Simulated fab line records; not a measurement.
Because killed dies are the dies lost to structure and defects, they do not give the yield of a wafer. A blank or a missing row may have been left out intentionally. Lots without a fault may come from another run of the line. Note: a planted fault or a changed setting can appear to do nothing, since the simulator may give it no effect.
Struck lot and sound lot, side by side / flow nand_harc / 15 steps out of a route of 1159
Sound: these wafers, L727.4, L727.5, L727.6. Struck: wafer L730.5 (left out: L730.2, L730.3 of the same lot, which were not struck); the cause appears at the end.
Each step with rows lists, per side, the tool, then ch with its chambers, then its first start. Under that, the readings that differ: sound wafers / struck wafers / difference of the means / sigmas: that difference in standard deviations of wafers without a fault.
alike: same words and numbers on both sides, and readings whose means sit less than 2 such deviations apart. not compared: any withheld reading, any reading some wafer has no value for, any bound like >300 that may hide the same value, and any number with overlapping values for which the record gives no deviation.
The two part at a step that has a row with sigmas, a row that says differs or no value, or rows on one side only. Numbers that don't overlap but have no deviation are shown without sigmas and don't part them. Lack of a reading on every wafer of one side parts them only where that side has two or more wafers.

first, 1 step without rows for these wafers: NHARC_A_ONON_D1_DEP_03 (target thk 1000 nm).
NHARC_A_ONON_D1_THK_MEAS_05: measures by ellipsometry.
  struck on film_metro-01, day 11 02:50; sound on film_metro-02, day 9 22:08
  alike: thk_nm
after that, 1 step with no rows for these wafers: NHARC_A_ONON_D1_DEP_06 (target thk 1000 nm).
NHARC_A_ONON_D1_THK_MEAS_08: measures by ellipsometry.
  struck on film_metro-02, day 11 03:25; sound on film_metro-02, day 9 22:42
  alike: thk_nm
after that, 1 step with no rows for these wafers: NHARC_A_ONON_D1_DEP_09 (target thk 1000 nm).
NHARC_A_ONON_D1_THK_MEAS_11: measures by ellipsometry.
  struck on film_metro-01, day 11 03:58; sound on film_metro-02, day 9 23:16
  alike: thk_nm
after that, 1 step with no rows for these wafers: NHARC_A_ONON_D1_DEP_12 (target thk 1000 nm).
NHARC_A_ONON_D1_THK_MEAS_14: measures by ellipsometry.
  struck on film_metro-01, day 11 04:32; sound on film_metro-02, day 9 23:52
  alike: thk_nm
then, 2 steps without rows for these wafers: NHARC_A_ONON_D1_ANNEAL_15 (time 3600 s); NHARC_A_ONON_D1_DEP_16 (target thk 1000 nm).
NHARC_A_ONON_D1_THK_MEAS_18: measures by ellipsometry.
  struck on film_metro-02, day 11 13:39; sound on film_metro-02, day 10 09:01
  alike: thk_nm
NHARC_A_ONON_D1_DEP_19: target thk 1000 nm.
  sound on pecvd_onon-01 ch 0, day 10 09:14; struck on pecvd_onon-01 ch 0, day 11 13:46
  alike: n2o_flow_sccm, nh3_flow_sccm
NHARC_A_ONON_D1_THK_MEAS_21: measures by ellipsometry.
  struck on film_metro-02, day 11 14:13; sound on film_metro-01, day 10 09:35
reading=thk_nm (nm); sound=1008 1005 1005; struck=626; difference=-380; sigmas=-38
after that, 1 step with no rows for these wafers: NHARC_A_ONON_D1_DEP_22 (target thk 1000 nm).
-- record jumps: 11 days between struck wafers' starts before vs after; left off in module A_ONON_D1, resumes in module END, first step shown is number 1159 of the route --
NHARC_END_SORT_01:
  sound on prober-01 ch 0, day 22 00:11; struck on prober-02 ch 0, day 22 13:19
reading=killed_at_array; sound=27 26 27; struck=673; difference=+646; sigmas=+72
reading=killed_dies; sound=30 27 30; struck=677; difference=+648; sigmas=+71
  alike: killed_at_other, killed_at_periphery, killed_open, killed_short

WHERE THEY PART
First at NHARC_A_ONON_D1_THK_MEAS_21; last, within this record, at NHARC_END_SORT_01.

WHY: what had been put in by the simulator
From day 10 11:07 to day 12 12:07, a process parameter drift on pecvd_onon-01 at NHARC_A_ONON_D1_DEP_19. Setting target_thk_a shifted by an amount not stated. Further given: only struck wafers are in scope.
